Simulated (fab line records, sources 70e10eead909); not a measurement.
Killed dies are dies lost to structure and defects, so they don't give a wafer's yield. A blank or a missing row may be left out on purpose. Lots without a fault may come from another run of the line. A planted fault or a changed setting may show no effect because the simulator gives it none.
Problem report in the 8D (eight disciplines) form, filled by code | flow nand_harc | the parts of the form that need people (team, actions taken, sign-off) are left out

1. THE PROBLEM
mfc_precursor_sccm at NHARC_A_CONTACT_DEP_24 reads a mean of 173.4 sccm on 9 wafers of 3 lots; wafers without a fault read 161.3 sccm with a standard deviation of 0.42. That is +29 standard deviations from the usual mean.
The step: deposits SiO2, target thk 500 nm.
First seen on wafer L271.3, day 24 18:25, on pecvd-04. The record holds 39 wafers of 13 lots with a number at this step. Rule for "out", or "out of limits": more than 4 standard deviations from the usual mean. The other wafers with a number count as sound.

2. WHAT IT IS AND WHAT IT IS NOT
question                    | is                     | is not
which readings at this step | mfc_precursor_sccm     | heater_power_w, throttle_valve_pct
which lots                  | L270, L271, L272       | L261, L265, L266, L273, L276, L279, L280, L281, L282, L283
which wafers of those lots  | all that have a number | -
read on which tools         | pecvd-04               | pecvd-01, pecvd-02
when                        | from day 24 18:25      | up to then (9 sound wafers); but 21 sound wafers of L273, L276, L279, L280, L281, L282, L283 came after

3. SUSPECTS, AND WHAT RULES EACH OUT
Counting: a tool at a process step up to the reading stays a suspect if it ran every lot that is out and no sound lot after the first of them.
- pecvd-04 at NHARC_A_CONTACT_DEP_24 (deposits SiO2, target thk 500 nm): ruled out as a lasting fault. Sound lots L280, L283, L282 ran on it after its first lot that is out, L271 (day 24 18:25).
Left after counting: nothing in the record.

4. THE CAUSE (what the simulator had put in)
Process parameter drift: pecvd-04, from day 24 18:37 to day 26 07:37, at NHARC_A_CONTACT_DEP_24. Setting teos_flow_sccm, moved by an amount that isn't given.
Counting ruled it out, wrongly.

5. THE CHAIN OF EFFECTS, in route order
Each row: a reading whose mean over the struck wafers that have a number lies more than 3 standard deviations from the usual. Only readings for which the record gives a usual standard deviation are gone through. hours: the time from each lot's start at the first step in this table that gives one to its start at this step, as a median over the lots. sigmas: the change in usual standard deviations.
hours | step                   | reading            | usual      | on struck wafers | change | sigmas
0     | NHARC_A_CONTACT_DEP_24 | mfc_precursor_sccm | 161.3 sccm | 173.4            | +12.1  | +29
The process steps in it:
- NHARC_A_CONTACT_DEP_24: deposits SiO2, target thk 500 nm.
Later measuring or inspecting steps at which every struck wafer that the step has a row for has a number for every such reading, and none has moved that far: NHARC_A_CONTACT_INSPECT_44, NHARC_END_SORT_01.

6. WHAT WOULD HAVE CAUGHT IT SOONER
In this record the first reading out of limits was taken at day 24 18:25.
